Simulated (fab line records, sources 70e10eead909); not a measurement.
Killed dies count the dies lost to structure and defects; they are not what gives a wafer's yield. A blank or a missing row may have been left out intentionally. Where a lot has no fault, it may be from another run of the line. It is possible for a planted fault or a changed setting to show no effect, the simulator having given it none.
What tool caused it? ; flow nand harc ; 33 wafers from 11 lots sampled at 3 of the route's 1302 steps

== WHAT THE GAUGES READ, wafer by wafer ==
NHARC_A_BLC_CD_MEAS_19.
lot;measured;on;cd nm (nm)
L662;day 21 21:08;cd sem-03;101.1 102.1 101.1
L664;day 23 00:44;cd sem-03;96.5 102.3 103.5
L665;day 23 03:01;cd sem-02;98.0 100.3 103.3
L668;day 24 21:56;cd sem-02;99.5 98.8 103.1
L672;day 26 23:42;cd sem-01;99.2 97.9 98.3
L673;day 27 01:18;cd sem-03;102.2 100.0 103.3
L677;day 28 01:54;cd sem-01;98.2 95.6 98.0
L676;day 28 03:41;cd sem-01;99.9 100.0 98.7
L675;day 28 09:15;cd sem-02;94.5 99.9 96.8
L681;day 30 05:01;cd sem-03;98.9 96.5 102.5
L680;day 30 08:59;cd sem-01;98.5 99.4 98.9

== TOOL THAT RAN EACH LOT (tool first, then ch and the chambers of the sampled wafers, then the start) ==
lot;NHARC_A_BLC_DESCUM_15;NHARC_A_BLC_ETCH_17
L662;rie diel-03 ch 2,3, day 21 20:10;rie diel-03 ch 0,3, day 21 21:08 or earlier
L664;rie diel-03 ch 1,2,3, day 22 23:46;rie diel-03 ch 1,3, day 23 00:44 or earlier
L665;rie diel-03 ch 1,2,3, day 23 02:04;rie diel-03 ch 1,2, day 23 03:01 or earlier
L668;rie diel-03 ch 0,1,2, day 24 20:59;rie diel-03 ch 1,2,3, day 24 21:56 or earlier
L672;rie diel-02 ch 1,2, day 26 22:44;rie diel-02 ch 1,2,3, day 26 23:42 or earlier
L673;rie diel-05 ch 0,2,3, day 27 00:20;rie diel-05 ch 0,2, day 27 01:18 or earlier
L677;rie diel-02 ch 1,2, day 28 00:56;rie diel-02 ch 1,3, day 28 01:54 or earlier
L676;rie diel-02 ch 1,3, day 28 02:43;rie diel-02 ch 0,3, day 28 03:41 or earlier
L675;rie diel-02 ch 0,2,3, day 28 08:18;rie diel-02 ch 2,3, day 28 09:15 or earlier
L681;rie diel-02 ch 0,2,3, day 30 04:04;rie diel-02 ch 0,1,2, day 30 05:01 or earlier
L680;rie diel-03 ch 0,2,3, day 30 07:54;rie diel-03 ch 0,2,3, day 30 08:59 or earlier
- NHARC_A_BLC_DESCUM_15: chemistry O2, time 3 s.
- NHARC_A_BLC_ETCH_17: etches the open film in N2/H2, target depth 390 nm, time 609.38 s.

== THE ANSWER, worked out from the rows above alone ==
Rule: the usual values come from the lots themselves. Put in order of their means at a reading, lots are off if they are a third of the lots or fewer, leave a main group of 4 or more, and stand apart from it by a gap of 3 or more times the standard deviation of the main group's means; of several such gaps the widest counts. A main group whose means are all the same, to the digits that the tables above print for the reading, isn't used. Also off: a lot with no number at a reading for which 4 or more lots have one. Where the step has rows for the other lots, those lots are counted as sound.
None of the lots is off at any reading shown; this tells nothing.

== WHAT WAS PUT IN BY THE SIMULATOR ==
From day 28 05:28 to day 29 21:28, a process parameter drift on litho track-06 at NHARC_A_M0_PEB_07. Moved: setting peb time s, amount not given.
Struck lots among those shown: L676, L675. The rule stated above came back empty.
